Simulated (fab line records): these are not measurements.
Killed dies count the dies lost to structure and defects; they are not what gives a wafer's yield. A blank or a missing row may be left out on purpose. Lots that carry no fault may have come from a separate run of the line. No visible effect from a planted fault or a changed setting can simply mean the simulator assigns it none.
Matching of chambers	flow n5_finfet	uv_cure-03 running N5_BEOL_M5_CURE_80: 3 sister chambers
The step cures SiCOH lowk, time 120 s. 18 wafers are shown with their chamber, then 9 later ones without.

EACH WAFER AND ITS CHAMBER
wafer	chamber	wafer_temp_C_max	lamp_power_pct (%)
L077.3	2	372.6	52.35
L077.4	2	372.2	52.36
L077.6	2	374.0	52.32
L081.1	2	372.8	52.26
L081.2	2	373.4	52.32
L081.5	2	373.9	52.36
L085.2	1	372.6	52.26
L085.4	1	372.0	52.34
L085.6	1	372.9	52.34
L086.1	1	371.7	52.27
L086.2	1	371.6	52.33
L086.4	1	372.2	52.35
L084.1	1	372.3	52.24
L084.5	1	372.0	52.29
L084.6	1	372.7	52.30
L092.1	0	372.0	52.32
L092.3	0	371.2	52.24
L092.4	0	370.9	52.29

SIGNATURES (averages over the wafers above)
reading	chamber 0	chamber 1	chamber 2	scatter within a chamber
wafer_temp_C_max	371.367	372.222	373.150	0.573
lamp_power_pct	52.2833	52.3022	52.3283	0.0394
Rule: a wafer lies at a distance from a chamber equal to the root of the sum of squares, over the readings, of (its reading less the chamber's mean, divided by the reading's scatter). If the next closest chamber is less than 2 further off than the closest, the wafer can't be placed; otherwise it belongs to the closest. The scatter: take each reading less its chamber's mean, square it, sum over the shown wafers, divide by the number of wafers less the number of chambers, and take the root.

WAFERS WHOSE CHAMBER IS MISSING
wafer	wafer_temp_C_max	lamp_power_pct (%)
L092.2	371.3	52.27
L092.5	371.5	52.29
L092.6	371.8	52.30
L094.4	373.1	52.34
L094.5	372.8	52.31
L094.6	372.4	52.32
L096.1	372.0	52.29
L096.2	371.7	52.29
L096.4	371.2	52.32

THE CHAMBER EACH PASSED THROUGH
wafer	from the rows above	in truth
L092.2	can't be placed: 0 or 1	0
L092.5	can't be placed: 0 or 1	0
L092.6	can't be placed: 1 or 0 or 2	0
L094.4	can't be placed: 2 or 1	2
L094.5	can't be placed: 2 or 1 or 0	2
L094.6	can't be placed: 1 or 2 or 0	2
L096.1	can't be placed: 1 or 0 or 2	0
L096.2	can't be placed: 0 or 1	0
L096.4	can't be placed: 0 or 1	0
Correct placement for 0 of the 9. These rows do not allow placing 9 (true chamber among the candidates in 9). Number placed wrongly: 0.
